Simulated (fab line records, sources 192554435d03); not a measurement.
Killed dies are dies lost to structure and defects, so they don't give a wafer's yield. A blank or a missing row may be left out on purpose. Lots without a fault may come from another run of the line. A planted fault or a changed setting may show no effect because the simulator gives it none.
Which tool did it? | flow n5_finfet | 11 lots, 33 wafers sampled, at 3 steps of a route of 1938

WHAT THE GAUGES READ, wafer by wafer
N5_BEOL_M7_OVL_MEAS_12.
lot  | measured     | on         | M7_OVL (nm)
L264 | day 8 19:49  | overlay-02 | -0.8 -0.2 -0.7
L266 | day 8 22:35  | overlay-01 | 1.5 0.5 0.0
L268 | day 9 22:35  | overlay-01 | -0.2 -0.3 -1.8
L267 | day 10 04:14 | overlay-02 | -0.7 0.0 0.0
L269 | day 10 04:38 | overlay-01 | 0.0 0.4 -0.6
L274 | day 11 13:39 | overlay-02 | 0.8 -0.2 1.7
L277 | day 12 17:07 | overlay-02 | 1.8 0.5 0.7
L280 | day 12 22:02 | overlay-01 | -1.4 -2.2 -0.2
L279 | day 12 22:24 | overlay-01 | -0.3 -1.0 -0.4
L281 | day 13 05:30 | overlay-01 | -0.5 1.6 1.7
L283 | day 13 21:04 | overlay-01 | -0.2 -0.8 0.2

N5_BEOL_M7_CD_MEAS_28: target cd 40 nm.
lot  | measured     | on        | cd_nm (nm)
L264 | day 8 21:40  | cd_sem-02 | 40.05 40.28 40.51
L266 | day 9 01:18  | cd_sem-02 | 39.92 39.51 40.01
L268 | day 9 23:32  | cd_sem-01 | 40.00 39.69 40.02
L267 | day 10 06:40 | cd_sem-02 | 40.10 40.16 39.89
L269 | day 10 06:52 | cd_sem-01 | 39.99 40.09 39.89
L274 | day 11 17:22 | cd_sem-03 | 40.16 40.52 40.15
L277 | day 12 20:50 | cd_sem-01 | 40.30 40.23 39.95
L280 | day 13 00:57 | cd_sem-03 | 40.30 40.28 40.06
L279 | day 13 01:05 | cd_sem-03 | 39.70 40.38 40.39
L281 | day 13 06:48 | cd_sem-02 | 40.12 39.82 40.06
L283 | day 13 22:03 | cd_sem-03 | 39.58 40.10 40.44

WHICH TOOL RAN EACH LOT (tool, then ch and the chambers of the sampled wafers, then the start)
lot  | N5_BEOL_M7_STRIP_19
L264 | rie_diel-05 ch 1,2,3, day 8 20:24
L266 | rie_diel-03 ch 0,1,3, day 8 23:20
L268 | rie_diel-03 ch 0,1,3, day 9 23:02
L267 | rie_diel-02 ch 0,2,3, day 10 04:41
L269 | rie_diel-05 ch 1,3, day 10 05:09
L274 | rie_diel-03 ch 0,1,3, day 11 14:06
L277 | rie_diel-03 ch 0,3, day 12 17:42
L280 | rie_diel-03 ch 0,3, day 12 22:29
L279 | rie_diel-02 ch 0,1,3, day 12 22:58
L281 | rie_diel-05 ch 2,3, day 13 06:18
L283 | rie_diel-05 ch 0,1,2, day 13 21:31
- N5_BEOL_M7_STRIP_19: strips in O2.

WHAT THE TOOLS THEMSELVES READ (means of the sampled wafers that have a number; where no wafer has one, the mark that the record gives instead)
N5_BEOL_M7_STRIP_19.
lot  | tool        | drypump_motor_current_A (A) | oes_product_au (a.u.) | rf_vpp_V (V) | showerhead_plenum_p_Torr (Torr) | throttle_valve_pct (%)
L264 | rie_diel-05 | 6.0                         | 0.79                  | 3.7          | 2.12                            | 16.63
L266 | rie_diel-03 | 5.6                         | 0.85                  | 3.3          | 2.11                            | 16.55
L268 | rie_diel-03 | 5.6                         | 0.83                  | 3.8          | 2.10                            | 16.54
L267 | rie_diel-02 | 5.7                         | 0.77                  | 3.2          | 2.09                            | 16.75
L269 | rie_diel-05 | 6.2                         | 0.78                  | 3.0          | 2.09                            | 16.79
L274 | rie_diel-03 | 5.6                         | 0.82                  | 4.0          | 2.10                            | 16.57
L277 | rie_diel-03 | 5.7                         | 0.79                  | 4.2          | 2.07                            | 16.66
L280 | rie_diel-03 | 6.2                         | 0.79                  | 3.7          | 2.09                            | 16.60
L279 | rie_diel-02 | 5.5                         | 0.78                  | 3.5          | 2.06                            | 16.62
L281 | rie_diel-05 | 6.1                         | 0.78                  | 3.2          | 2.09                            | 16.72
L283 | rie_diel-05 | 5.8                         | 0.81                  | 3.8          | 2.10                            | 16.46

THE ANSWER, worked out from the rows above alone
Rule: what is usual is taken from the lots themselves. Put in order of their means at a reading, lots are off if they are a third of the lots or fewer, leave a main group of 4 or more, and stand apart from it by a gap of 3 or more times the standard deviation of the main group's means; of several such gaps the widest counts. A main group whose means are all the same, to the digits that the tables above print for the reading, isn't used. A lot without any number at a reading at which 4 lots or more have one is off too. The other lots that the step has rows for count as sound. The gauges are gone through in route order, then the tools' own readings, and for those a lot's mean is taken as printed above. The first step at which some lot is off is used, and at that step the reading that is off furthest; a lot without a number counts as furthest.
No lot is off at any reading shown: from this, nothing can be told.

WHAT THE SIMULATOR HAD PUT IN
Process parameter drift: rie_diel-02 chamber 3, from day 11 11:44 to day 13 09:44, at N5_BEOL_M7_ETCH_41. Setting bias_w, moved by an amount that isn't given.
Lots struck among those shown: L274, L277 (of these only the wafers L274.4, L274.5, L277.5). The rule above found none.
